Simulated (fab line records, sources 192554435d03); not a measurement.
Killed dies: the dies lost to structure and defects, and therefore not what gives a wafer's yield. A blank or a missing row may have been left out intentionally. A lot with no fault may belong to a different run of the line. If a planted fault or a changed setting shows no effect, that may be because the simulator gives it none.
A struck lot beside a sound one -- flow n5-finfet -- 26 out of 1938 route steps
Sound: these wafers, L841.2, L841.3, L841.6. Struck: wafer L852.6. (L852.3, L852.5 of the same lot were not struck and are left out.) The cause comes at the end.
At each step with rows: each side's tool, then ch and its chambers, then its first start. Under that, the readings that differ: sound wafers -- struck wafers -- difference of the means -- sigmas: that difference in standard deviations of wafers without a fault.
alike: words and numbers the same on both sides, and readings whose means are apart by under 2 such deviations; not compared: readings that were withheld, readings missing a value for some wafer, numbers with overlapping values and no deviation given by the record, and bounds like >300 which may hide the same value.
A row with sigmas, a row that says differs or no value, or rows on one side alone: a step with any of these is where the two part. Non-overlapping numbers with no deviation appear without sigmas and do not part them. A reading that every wafer of one side lacks parts them only if that side has two wafers or more.

first, 1 step without rows for these wafers: N5_PASSIVATION_HARDBAKE_31 (time 120 s).
N5_PASSIVATION_CD_MEAS_30: the cd target is 4000 nm.
  sound on cd-sem-01 ch 0, day 13 01:39; struck on cd-sem-02 ch 0, day 15 20:32
  alike: cd-nm
N5_PASSIVATION_OVL_MEAS_63:
  sound on overlay-01 ch 0, day 13 01:41; struck on overlay-02 ch 0, day 15 20:34
  alike: PAD_OVL
N5_PASSIVATION_INSPECT_64: inspects for defects (macro).
  sound: defect-inspect-01 at day 13 01:42; struck: defect-inspect-02 at day 15 20:35
  alike: raw-defect-count
N5_PASSIVATION_DESCUM_32: chemistry O2, time 7.9 s.
  sound on rie-diel-01 ch 0,1,3, day 13 01:46; struck on rie-diel-01 ch 1, day 15 20:37
  alike: drypump-motor-current-A, oes-product-au, rf-vpp-V, showerhead-plenum-p-Torr, throttle-valve-pct
  not compared: rf-hours-counter-h
N5_PASSIVATION_AL_ETCH_33: etches Al in Cl2/BCl3, stops on TaN, target depth 2800 nm, time 466.7 s.
  sound on rie-metal-02 ch 0,1, day 13 01:51; struck on rie-metal-02 ch 1, day 15 20:51
  alike: drypump-motor-current-A, oes-product-au, throttle-valve-pct
  not compared: rf-hours-counter-h
N5_PASSIVATION_ETCH_59: etches TaN in Cl2/BCl3, target depth 65 nm, time 34.9 s.
  sound on rie-metal-02 ch 0,1, day 13 02:15; struck on rie-metal-02 ch 1, day 15 21:09
  alike: drypump-motor-current-A, oes-product-au, throttle-valve-pct
  not compared: rf-hours-counter-h
N5_PASSIVATION_STRIP_34: strips in O2.
  sound on rie-diel-06 ch 1,2,3, day 13 02:22; struck on rie-diel-06 ch 1, day 15 21:16
  alike: drypump-motor-current-A, oes-product-au, rf-vpp-V, showerhead-plenum-p-Torr, throttle-valve-pct
  not compared: rf-hours-counter-h
then, 4 steps without rows for these wafers: N5_PASSIVATION_STRIP_51 (strips in post etch residue remover, time 1200 s); N5_PASSIVATION_CLEAN_69 (cleans in IPA, time 180 s); N5_PASSIVATION_SRD_70 (time 30 s); N5_PASSIVATION_PECVD_53 (deposits SiO2 from TEOS/O2, target thk 800 nm, time 169.4 s).
N5_PASSIVATION_PECVD_35: deposits SiNx from SiH4/NH3/N2, target thk 700 nm, time 151.3 s.
  sound on pecvd-01 ch 0,1, day 13 03:23; struck on pecvd-04 ch 0, day 15 21:52
  alike: heater-power-w, showerhead-plenum-p-Torr, showerhead-vpp-V, throttle-valve-pct
  not compared: since-wet-clean-h
then, 8 steps without rows for these wafers: N5_PASSIVATION_HMDS_37 (time 60 s); N5_PASSIVATION_COAT_38; N5_PASSIVATION_EBR_40; N5_PASSIVATION_SOFTBAKE_39 (time 120 s); N5_PASSIVATION_EXPOSE_41 (exposes mask PASS OPEN, defocus 0 nm, target cd 40000 nm); N5_PASSIVATION_PEB_42; N5_PASSIVATION_DEVELOP_43 (develop time 60 s); N5_PASSIVATION_HARDBAKE_45 (time 120 s).
N5_PASSIVATION_CD_MEAS_44: the cd target is 40000 nm.
  sound on cd-sem-02 ch 0, day 13 03:56; struck on cd-sem-03 ch 0, day 15 22:26
  alike: cd-nm
N5_PASSIVATION_OVL_MEAS_66:
  sound on overlay-01 ch 0, day 13 03:58; struck on overlay-01 ch 0, day 15 22:28
  alike: PASS_OPEN_OVL
N5_PASSIVATION_INSPECT_67: inspects for defects (macro).
  sound: defect-inspect-01 at day 13 04:00; struck: defect-inspect-01 at day 15 22:29
reading,sound,struck,difference,sigmas
raw-defect-count,1 2 3,>300,differs,
N5_PASSIVATION_DESCUM_46: chemistry O2, time 7.9 s.
  sound on rie-diel-06 ch 0,3, day 13 04:06; struck on rie-diel-01 ch 2, day 15 22:32
reading,sound,struck,difference,sigmas
drypump-motor-current-A (A),6.4 5.7 5.7,5.0,-0.9,-2
  alike: oes-product-au, rf-vpp-V, showerhead-plenum-p-Torr, throttle-valve-pct
  not compared: rf-hours-counter-h
N5_PASSIVATION_PROBE_49:
  sound: prober-02 at day 13 07:11; struck: prober-02 at day 16 01:51
reading,sound,struck,difference,sigmas
defect-limited-yield (%),92.2 91.0 92.4,82.5,-9.4,-7
killed-at-other,6 3 7,98,+93,+40
killed-dies,92 106 90,207,+111,+7
killed-on-rim,15 11 12,28,+15,+5
sort_bin_5_function (%),5.1 5.8 4.2,11.0,+6.0,+7
sort_bin_6_memory (%),2.6 2.7 3.3,4.4,+1.5,+2
sort-n-pass,1088 1074 1090,973,-111,-7
sort-yield-pct (%),92.2 91.0 92.4,82.5,-9.4,-7
  alike: killed_at_M0_to_M3, killed_at_M4_up, killed-at-contacts, killed-at-front-end, killed-open, killed-short

WHERE THEY PART
Earliest at N5_PASSIVATION_INSPECT_67; latest, in this record, at N5_PASSIVATION_PROBE_49.

WHY: whatever the simulator had introduced
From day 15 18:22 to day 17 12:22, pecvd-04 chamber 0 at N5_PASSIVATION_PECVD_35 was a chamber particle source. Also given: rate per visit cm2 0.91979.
